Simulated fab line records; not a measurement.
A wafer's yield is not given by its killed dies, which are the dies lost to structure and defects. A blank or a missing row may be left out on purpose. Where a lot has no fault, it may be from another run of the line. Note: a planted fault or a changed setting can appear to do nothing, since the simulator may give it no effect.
fab line records	flow n5_finfet
record lots=5	wafers=15	last_day=18
route steps=1938 shown BEOL_M11@1566 BEOL_M12@1602 BEOL_M15@1830
lots untouched by any fault: they come from a run of this same line in which no faults occurred
start_h: the number of hours between the record's first day and the start of the first shown wafer of the lot	wait_h: how many hours have passed since the lot's step before this one	" repeats the value in the row above	L1.1+2: a row that stands for several wafers	- no value, or no start was given	* or withheld: withheld	< > ~ a bound
route shown NAME@n: names a module that has steps shown in the file, with the first one's number in the route	usual: mean and standard deviation over wafers with no fault	same: alike in all rows	chamber/n: place in a boat	sites: each site's reading	_std_site: standard deviation across them	_edge_site: outer sites' mean less inner sites'	radius_mm: for every site, how far away it sits from the centre of the wafer	mask NAME#n: copy n	behind: the last tool/chamber to shape the wafer	hold: what put the lot on hold/how long, in hours/how the hold closed	device: transistor that didn't switch, given as n, p or np	end of line: tests run on the same wafers once the route is complete	a step without rows: its recipe alone	killed: count of dies lost to structure and defects at first sort (not the wafer's yield)	map: per-die view of a wafer (x killed, . not killed, _ where there is no die)
set.NAME: the run value of the setting; set.NAME@STEP: its run value at that earlier step	model.NAME: the simulator's own value behind a step, which no gauge read
a table for each step, a row for each wafer; lots at some steps of the route
services: the hour from which a tool's chamber was out of use, counted from the record's first day as start_h (under 0 if before that day), plus the number of hours and why
## steps
# step N5_BEOL_M11_PEB_26
# recipe peb_temp_c=withheld	peb_time_s=60	resist=CAR-ArF
# step N5_BEOL_M11_DEVELOP_27
# recipe develop_time_s=30	developer=TMAH	resist=CAR-ArF	rinse_liquid=diw	dry=air_spin	dev_temp_c=23
# step N5_BEOL_M11_DESCUM_33
# recipe chemistry=O2	time_s=7.9	source_power_w=50	bias_power_w=20	pressure_mtorr=20	rf_frequency_hz=2.712e+07	temp_c=40	resist=CAR-ArF	o2_flow_sccm=225
# step N5_BEOL_M11_ETCH_65
# recipe chemistry=CF4	target=SiARC	target_depth_a=390	mask_material=CAR-ArF	time_s=65	ion_energy_ev=80	pressure_mtorr=40	source_w=545	bias_w=36	Ar_flow_sccm=100	cf4_flow_sccm=100	ends=cleared
# step N5_BEOL_M11_ETCH_66
# recipe chemistry=N2/H2	target=SOC	target_depth_a=1200	overetch_a=240	mask_material=SiARC	temp_c=40	time_s=180	ion_energy_ev=200	pressure_mtorr=30	source_w=840	bias_w=150	n2_flow_sccm=200	h2_flow_sccm=200
# step N5_BEOL_M11_STRIP_69
# recipe chemistry=N2/H2	temp_c=40	n2_flow_sccm=200	h2_flow_sccm=200	rf_frequency_hz=6e+07
# step N5_BEOL_M11_VIA_ETCH_34
# recipe chemistry=C4F6/O2	target=SiCOH_lowk	target_depth_a=1845	mask_material=SOC	taper_deg=4	time_s=69.2	ion_energy_ev=250	pressure_mtorr=30	source_w=345	bias_w=185	Ar_flow_sccm=300	C4F6_flow_sccm=10	O2_flow_sccm=10
# step N5_BEOL_M11_STRIP_73
# recipe chemistry=C4F6/O2	resist=SiARC	rf_frequency_hz=6e+07
# step N5_BEOL_M11_STRIP_36
# recipe chemistry=N2/H2	power_w=450	temp_c=40	pressure_mtorr=20	rf_frequency_hz=6e+07	overash_fraction=0.3	bias_power_w=7	h2_frac=0.5	n2_flow_sccm=200	h2_flow_sccm=200
# step N5_BEOL_M11_TRENCH_ETCH_37
# recipe chemistry=C4F6/O2	target_depth_a=1488.3	target=SiCOH_lowk	time_s=48	ion_energy_ev=250	pressure_mtorr=30	source_w=345	bias_w=185	Ar_flow_sccm=300	C4F6_flow_sccm=10	O2_flow_sccm=10
# usual drypump_motor_current_A=5.8/0.48	oes_product_au=0.80/0.084	rf_vpp_V=670/11	showerhead_plenum_p_Torr=2.82/0.11	throttle_valve_pct=21.0/0.32
lot.wafer	tool	chamber	start_h	wait_h	drypump_motor_current_A	oes_product_au	rf_hours_counter_h	rf_vpp_V	showerhead_plenum_p_Torr	throttle_valve_pct	model.BEOL_M11.feature_depth_nm	model.etch.depth_nm	model.TiN_of_BEOL_M11_HM_DEP_02.thk_nm
L882.1	rie_diel-06	3	337.23	-	6.0	0.67	245	688	2.71	21.4	144.8	144.8	16
L882.2	"	1	"	"	6.5	0.71	224	660	2.81	21.3	149.2	149.2	15.6
L882.5	"	3	"	"	6.0	0.67	-	689	2.71	21.3	145.6	145.6	15.6
L883.1	rie_diel-06	1	342.55	-	6.5	0.53	226	659	2.81	21.2	87.2	87.26	17.6
L883.3	"	0	"	"	5.2	0.54	177	661	2.60	21.1	88.4	88.31	17.6
L883.5	"	0	"	"	5.3	0.53	-	659	2.60	21.1	88	87.94	17.6
L885.1	rie_diel-06	0	348.02	-	5.3	0.54	179	660	2.60	21.1	88.2	88.29	17.8
L885.5	"	1	"	"	6.5	0.53	-	660	2.81	21.3	87.4	87.35	17.8
L885.6	"	2	"	"	6.1	0.62	-	675	2.87	20.9	86.2	86.12	17.8
L887.3	rie_diel-06	2	348.49	-	6.1	0.63	64	674	2.87	20.9	85.8	85.78	17.2
L887.4	"	3	"	"	6.0	0.50	249	689	2.71	21.3	84.8	84.83	18
L887.6	"	0	"	"	5.2	0.54	-	660	2.60	21.1	86.8	86.88	17.6
L892.3	rie_diel-05	2	396.42	-	6.0	0.70	208	657	2.94	21.5	147.6	147.7	16
L892.4	"	0	"	"	5.8	0.84	63	665	2.78	21.0	148.6	148.5	16
L892.5	"	0	"	"	5.8	0.85	-	664	2.78	21.0	149.2	149.3	16.2
# step N5_BEOL_M11_ETCH_41
# recipe chemistry=CH3F/O2	target=SiCN	target_depth_a=426	taper_deg=2	time_s=86	ion_energy_ev=120	mask_material=TiN	pressure_mtorr=30	source_w=395	bias_w=75	Ar_flow_sccm=150	CH3F_flow_sccm=30	O2_flow_sccm=20
# step N5_BEOL_M11_STRIP_77
# recipe chemistry=N2/H2	time_s=10	power_w=450	temp_c=40	pressure_mtorr=20	rf_frequency_hz=6e+07	bias_power_w=7	n2_flow_sccm=200	h2_flow_sccm=200
# step N5_BEOL_M11_OCD_MEAS_38
# usual trench_depth_nm=149.2/2.1
lot.wafer	tool	chamber	start_h	wait_h	trench_depth_nm
L882.1	ocd-01	-	337.41	-	144.8
L882.2	"	-	"	"	149.3
L882.5	"	-	"	"	145.6
L883.1	ocd-02	-	342.73	-	86.7
L883.3	"	-	"	"	88.0
L883.5	"	-	"	"	87.9
L885.1	ocd-02	-	348.21	-	88.4
L885.5	"	-	"	"	87.1
L885.6	"	-	"	"	85.9
L887.3	ocd-01	-	348.68	-	86.4
L887.4	"	-	"	"	84.8
L887.6	"	-	"	"	87.2
L892.3	ocd-01	-	396.61	-	147.2
L892.4	"	-	"	"	148.5
L892.5	"	-	"	"	148.9
# step N5_BEOL_M11_HM_STRIP_39
# recipe chemistry=peroxide_tin_strip	material=TiN	target_depth_a=250	temp_c=50	time_s=158
# step N5_BEOL_M11_SRD_40
# recipe time_s=30	temp_c=23	rinse_liquid=diw	dry=ipa_marangoni
# step N5_BEOL_M11_PRECLEAN_42
# recipe chemistry=residue_remover	time_s=60	temp_c=40
# step N5_BEOL_M11_SRD_43
# recipe time_s=30	temp_c=23	rinse_liquid=diw	dry=ipa_marangoni
# step N5_BEOL_M11_CURE_72
# recipe temp_c=370	time_s=120	ambient=DMADMS/He	material=SiCOH_lowk
# step N5_BEOL_M11_DEGAS_44
# recipe ambient=vacuum	temp_c=250	time_s=60
# step N5_BEOL_M11_PRE_CLEAN_45
# recipe gas=H2/He	time_s=30	temp_c=250
# step N5_BEOL_M11_ALD_74
# recipe material=TaN	target_thk_a=20	temp_c=275	ald_precursor_family=PDMAT	ald_co_reactant=NH3	pressure_torr=3	carrier_flow_sccm=1500	pulse_time_s=2	purge_time_s=3	co_reactant_purge_time_s=2	co_reactant_pulse_time_s=3	ald_cycles=40	precursor_vessel_temp_c=75	precursor_vessel_pressure_torr=26.25	precursor_vessel_carrier_sccm=1000
# step N5_BEOL_M11_SURFACE_TREAT_76
# recipe gas=Ar	time_s=*	ion_energy_ev=*	ion_current_ma_cm2=0.5	pressure_mtorr=*	ar_flow_sccm=30
# step N5_BEOL_M11_CVD_75
# recipe material=Co	target_thk_a=20	temp_c=withheld	precursor=CCTBA/H2	pressure_torr=30	time_s=138.9
# step N5_BEOL_M11_SPUTTER_48
# recipe material=Cu	target_thk_a=120	temp_c=-20	bias_v=60	power_w=26000	chamber_pressure_pa=0.13	time_s=2
# step N5_BEOL_M11_ECD_50
# recipe material=Cu	target_thk_a=3180
# step N5_BEOL_M11_ANNEAL_51
# recipe temp_c=225	time_s=90	ambient=N2
# step N5_BEOL_M11_CMP_52
# recipe stop_on=SiCOH_lowk	t_overpolish_s=7	down_force_psi=1	platen_rpm=50	clearing_platen_down_force_psi=1.5	clearing_platen_rpm=50	post_cmp_clean=cu_alkaline	target_thk_nm=140	clearing_platen_pad_velocity_m_s=0.99484	pad_velocity_m_s=0.99484
# usual motor_current_A=6.1/0.45
lot.wafer	tool	chamber	start_h	wait_h	motor_current_A	model.Cu_of_BEOL_M11_ECD_50.thk_nm
L882.2	cmp-01	1	339.64	0.2	6.5	139.4
L882.1	"	3	"	"	5.8	136.6
L882.5	"	1	"	"	6.3	136
L883.1	cmp-01	2	344.92	0.3	6.8	77.4
L883.3	"	3	"	"	5.9	80
L883.5	"	1	"	"	6.0	78.4
L885.1	cmp-03	0	350.42	0.4	5.6	80.8
L885.6	"	0	"	"	5.8	78.4
L885.5	"	1	"	"	5.9	78.6
L887.4	cmp-01	1	352.08	0.2	6.0	75
L887.3	"	3	"	"	5.4	76.8
L887.6	"	0	"	"	5.8	77.4
L892.4	cmp-01	0	398.93	0.2	5.6	138.6
L892.3	"	1	"	"	6.3	138
L892.5	"	3	"	"	5.4	141.4
# step N5_BEOL_M11_THK_MEAS_53
# recipe thk_meas_gauge=xrf	reads=Cu_of_BEOL_M11_ECD_50
# usual M11_THK=140.1/2.5
lot.wafer	tool	chamber	start_h	wait_h	M11_THK[nm]
L882.1	film_metro-01	-	339.94	-	136.4
L882.2	"	-	"	"	140.1
L882.5	"	-	"	"	136.0
L883.1	film_metro-02	-	345.14	-	77.1
L883.3	"	-	"	"	79.7
L883.5	"	-	"	"	78.1
L885.1	film_metro-01	-	350.72	-	81.0
L885.5	"	-	"	"	79.2
L885.6	"	-	"	"	78.9
L887.3	film_metro-02	-	352.34	-	75.9
L887.4	"	-	"	"	74.2
L887.6	"	-	"	"	76.3
L892.3	film_metro-01	-	399.15	-	139.0
L892.4	"	-	"	"	140.0
L892.5	"	-	"	"	143.0
# step N5_BEOL_M11_PRE_CLEAN_55
# recipe gas=NH3	time_s=15	temp_c=withheld	rf_power_w=300
# step N5_BEOL_M11_DEP_56
# recipe material=SiCN	target_thk_a=300	temp_c=withheld	precursor=3MS/NH3	pressure_torr=3	rf_w=675	time_s=10.5
# step N5_BEOL_M11_RS_MEAS_57
# recipe thk_meas_gauge=four-point-probe	reads=Cu_of_BEOL_M11_ECD_50+Co_of_BEOL_M11_CVD_75+TaN_of_BEOL_M11_ALD_74
# usual M11_RS=0.1505/0.0027
lot.wafer	tool	chamber	start_h	wait_h	M11_RS[ohm/sq]
L882.1	film_metro-01	-	340.06	0.0	0.1548
L882.2	"	-	"	"	0.1512
L882.5	"	-	"	"	0.1558
L883.1	film_metro-01	-	345.26	0.0	0.2958
L883.3	"	-	"	"	0.2840
L883.5	"	-	"	"	0.2913
L885.1	film_metro-01	-	350.84	0.0	0.2816
L885.5	"	-	"	"	0.2915
L885.6	"	-	"	"	0.2918
L887.3	film_metro-01	-	352.47	0.0	0.2986
L887.4	"	-	"	"	0.3072
L887.6	"	-	"	"	0.2966
L892.3	film_metro-01	-	399.29	0.1	0.1528
L892.4	"	-	"	"	0.1520
L892.5	"	-	"	"	0.1491
# step N5_BEOL_M12_ILD_DEP_00
# recipe material=SiOC	target_thk_a=6589.2	temp_c=350	precursor=DEMS/O2	pressure_torr=5	rf_w=500	time_s=130.7
# step N5_BEOL_M12_COAT_58
# recipe resist=BARC	temp_c=205	time_s=60	spin_rpm=1500	resist_thk_nm=89
# step N5_BEOL_M12_COAT_04
# recipe spin_rpm=1625	resist_thk_nm=400
# step N5_BEOL_M12_EBR_06
# recipe solvent=PGMEA	ebr_width_mm=1.5
# step N5_BEOL_M12_SOFTBAKE_05
# recipe temp_c=130	time_s=60
# step N5_BEOL_M15_RC_MEAS_101
# usual COMB_M10=1.5e-11/3.7e-12	COMB_M12=6.2e-12/1.4e-12	COMB_M13=5e-12/1.1e-12	COMB_M14=3.6e-12/8.2e-13	COMB_M15=2.7e-12/7.1e-13	COMB_M5=3.9e-11/8.6e-12	COMB_M6=2.5e-11/5.7e-12	COMB_M7=2.6e-11/5.5e-12	COMB_M8=2.6e-11/5.4e-12	COMB_M9=1.43e-11/3e-12	SERP_M10=3.11/0.083	SERP_M11=3.07/0.073	SERP_M11_max_site=3.15/0.078	SERP_M12=0.643/0.02	SERP_M13=0.310/0.0051	SERP_M14=0.163/0.0032	SERP_M5=38.7/1.9	SERP_M6=14.0/0.66	SERP_M7=13.8/0.55	SERP_M8=14.3/0.52	SERP_M9=3.05/0.079
lot.wafer	tool	chamber	start_h	wait_h	COMB_M10[S/m]	COMB_M12[S/m]	COMB_M13[S/m]	COMB_M14[S/m]	COMB_M15[S/m]	COMB_M5[S/m]	COMB_M6[S/m]	COMB_M7[S/m]	COMB_M8[S/m]	COMB_M9[S/m]	SERP_M10[ohm/um]	SERP_M11[ohm/um]	SERP_M11_max_site[ohm/um]	SERP_M12[ohm/um]	SERP_M13[ohm/um]	SERP_M14[ohm/um]	SERP_M5[ohm/um]	SERP_M6[ohm/um]	SERP_M7[ohm/um]	SERP_M8[ohm/um]	SERP_M9[ohm/um]
L882.1	prober-01	0	364.57	0.0	2.2e-11	5.9e-12	4.3e-12	4.6e-12	4e-12	4.1e-11	2.6e-11	1.9e-11	2.6e-11	1e-11	3.17	3.09	3.20	0.633	0.303	0.164	40.0	14.2	13.8	15.8	3.10
L882.2	"	0	"	"	2e-11	6.8e-12	5.2e-12	3.4e-12	3.2e-12	4e-11	2.7e-11	2.9e-11	2.4e-11	1.17e-11	3.16	3.06	3.14	0.645	0.312	0.162	38.3	14.0	12.3	14.4	3.14
L882.5	"	0	"	"	1.8e-11	7.2e-12	4.7e-12	3.5e-12	3.7e-12	3.2e-11	2.8e-11	2.7e-11	3.1e-11	1e-11	3.17	3.19	3.21	0.615	0.306	0.163	38.4	13.7	13.0	14.5	3.08
L883.1	prober-01	0	366.65	0.0	1.8e-11	5e-12	3.8e-12	3.9e-12	3.4e-12	4.8e-11	2.8e-11	2.7e-11	2.8e-11	1.56e-11	3.06	5.98	6.24	0.651	0.305	0.160	39.1	14.6	13.4	13.7	3.02
L883.3	"	0	"	"	1.9e-11	7.4e-12	3.9e-12	4.1e-12	3.1e-12	4.4e-11	3.1e-11	2.8e-11	2.7e-11	1.27e-11	3.06	5.88	6.01	0.614	0.316	0.160	37.0	15.3	13.6	14.0	3.12
L883.5	"	0	"	"	1.5e-11	5.8e-12	5.5e-12	5.4e-12	3.1e-12	4.2e-11	3.4e-11	2.4e-11	3.5e-11	1.37e-11	3.14	5.92	6.00	0.610	0.313	0.165	38.3	14.8	14.1	14.0	3.06
L887.3	prober-01	0	377.35	0.3	1.2e-11	5.6e-12	4.9e-12	3.4e-12	2.4e-12	4.2e-11	2.4e-11	2.9e-11	2.5e-11	1.39e-11	3.06	5.96	6.06	0.662	0.311	0.161	39.2	14.5	14.4	14.3	2.93
L887.4	"	0	"	"	1.1e-11	6.8e-12	6.4e-12	3.1e-12	3.3e-12	3.9e-11	2.7e-11	2.2e-11	3e-11	1.45e-11	3.09	6.29	6.39	0.648	0.308	0.160	35.3	13.6	13.9	14.0	2.93
L887.6	"	0	"	"	1.2e-11	7.5e-12	5.3e-12	3.2e-12	2.6e-12	5e-11	2.6e-11	2.5e-11	3.6e-11	1.45e-11	3.11	5.85	6.34	0.656	0.318	0.160	38.0	14.5	14.1	14.5	2.96
L885.1	prober-02	0	385.13	0.0	1e-11	6.1e-12	4.4e-12	2.9e-12	2.8e-12	3.9e-11	2.5e-11	2.7e-11	2.8e-11	1.83e-11	2.99	5.77	5.96	0.663	0.310	0.161	38.8	14.0	14.0	13.7	3.02
L885.5	"	0	"	"	1.2e-11	4.9e-12	3.2e-12	2.6e-12	2.7e-12	3.5e-11	2.7e-11	2.6e-11	2.4e-11	1.17e-11	2.96	5.90	6.01	0.659	0.313	0.165	38.9	14.4	13.8	14.2	3.03
L885.6	"	0	"	"	1.4e-11	6.8e-12	3.7e-12	3.4e-12	2.4e-12	4.1e-11	2.3e-11	4.5e-11	3.1e-11	1.64e-11	3.03	5.87	6.13	0.679	0.310	0.162	38.7	14.1	13.8	14.0	2.98
L892.3	prober-02	0	424.31	0.3	1e-11	5e-12	5.1e-12	2.2e-12	3e-12	4.4e-11	2.6e-11	2.8e-11	2.7e-11	1.48e-11	3.10	3.17	3.25	0.647	0.312	0.162	40.3	14.2	13.3	14.4	2.91
L892.4	"	0	"	"	1.1e-11	4.4e-12	3.6e-12	3.4e-12	2.1e-12	4.2e-11	2.7e-11	2.6e-11	1.9e-11	1.23e-11	3.17	3.16	3.21	0.659	0.310	0.168	38.7	14.4	13.7	13.9	3.09
L892.5	"	0	"	"	1.5e-11	5.2e-12	4.8e-12	2.5e-12	1.9e-12	3.5e-11	2.6e-11	2.6e-11	2.7e-11	1.13e-11	3.07	3.07	3.11	0.625	0.307	0.165	41.6	14.7	13.9	14.4	3.03
# sites SERP_M11 radius_mm=0,75,75,75,75,140,140,140,140
L882.1 3.12 3.20 3.07 3.11 3.17 3.09 3.00 3.06 3.07
L883.1 5.76 5.89 5.97 5.98 5.96 6.24 6.11 6.21 6.14
L887.3 5.85 5.88 5.88 5.96 5.87 6.01 6.04 6.06 6.01
L885.1 5.76 5.79 5.88 5.76 5.73 5.67 5.96 5.85 5.77
L892.3 3.22 3.21 3.25 3.21 3.17 3.02 3.03 3.05 3.06
## services
tool	chamber	start_h	hours	kind
rie_diel-05	3	329.66	-	clean
rie_diel-05	3	329.66	-	consumable_replace:focus_ring
cmp-03	-	331.94	1.0	repair
cmp-03	-	334.66	2.1	repair
cmp-03	-	337.78	1.4	repair
cmp-03	-	342.91	4.0	pm
cmp-03	-	346.91	-	consumable_replace:conditioner
cmp-03	-	346.91	-	consumable_replace:pad
cmp-01	-	351.41	0.6	repair
rie_diel-06	3	352.48	-	clean
rie_diel-06	3	352.48	-	consumable_replace:focus_ring
rie_diel-06	3	352.48	-	consumable_replace:showerhead
rie_diel-06	3	352.48	16.5	scheduled_down
rie_diel-06	3	352.48	16.5	vent_cycle
rie_diel-06	1	354.73	9.2	repair
cmp-01	-	356.48	5.5	pm
cmp-03	-	356.83	1.2	repair
cmp-03	-	366.82	1.3	repair
cmp-01	-	393.76	4.0	repair
## key
first_sign step=N5_BEOL_M11_TRENCH_ETCH_37	reading=oes_product_au	direction=down	sigmas=2.9	usual=0.80	struck=0.55
effect step=N5_BEOL_M11_OCD_MEAS_38	reading=trench_depth_nm	direction=down	sigmas=30	usual=149.2	struck=86.9
effect step=N5_BEOL_M11_THK_MEAS_53	reading=M11_THK	direction=down	sigmas=25	usual=140.1	struck=77.8
effect step=N5_BEOL_M11_RS_MEAS_57	reading=M11_RS	direction=up	sigmas=53	usual=0.1505	struck=0.2931
effect step=N5_BEOL_M15_RC_MEAS_101	reading=SERP_M11	direction=up	sigmas=39	usual=3.07	struck=5.94
model_effect step=N5_BEOL_M11_TRENCH_ETCH_37	value=BEOL_M11.feature_depth_nm	without=148	struck=86.98
model_effect step=N5_BEOL_M11_CMP_52	value=Cu_of_BEOL_M11_ECD_50.thk_nm	without=139.1	struck=78.09
met_at N5_BEOL_M11_TRENCH_ETCH_37
struck_wafers L883.1,L883.3,L883.5,L885.1,L885.5,L885.6,L887.3,L887.4,L887.6
sort_left_out L883.1,L883.3,L883.5,L885.1,L885.5,L885.6,L887.3,L887.4,L887.6
onset_between 337.23 342.55
fault kind=process_parameter_drift	tool=rie_diel-06	chamber=-	onset_h=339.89	steps=N5_BEOL_M11_TRENCH_ETCH_37	channel=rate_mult	offset=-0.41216	shape=step	end_h=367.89
# sort_left_out: the simulated sort isn't trusted on such a fault, so these wafers' sort isn't shown, and their yield isn't known
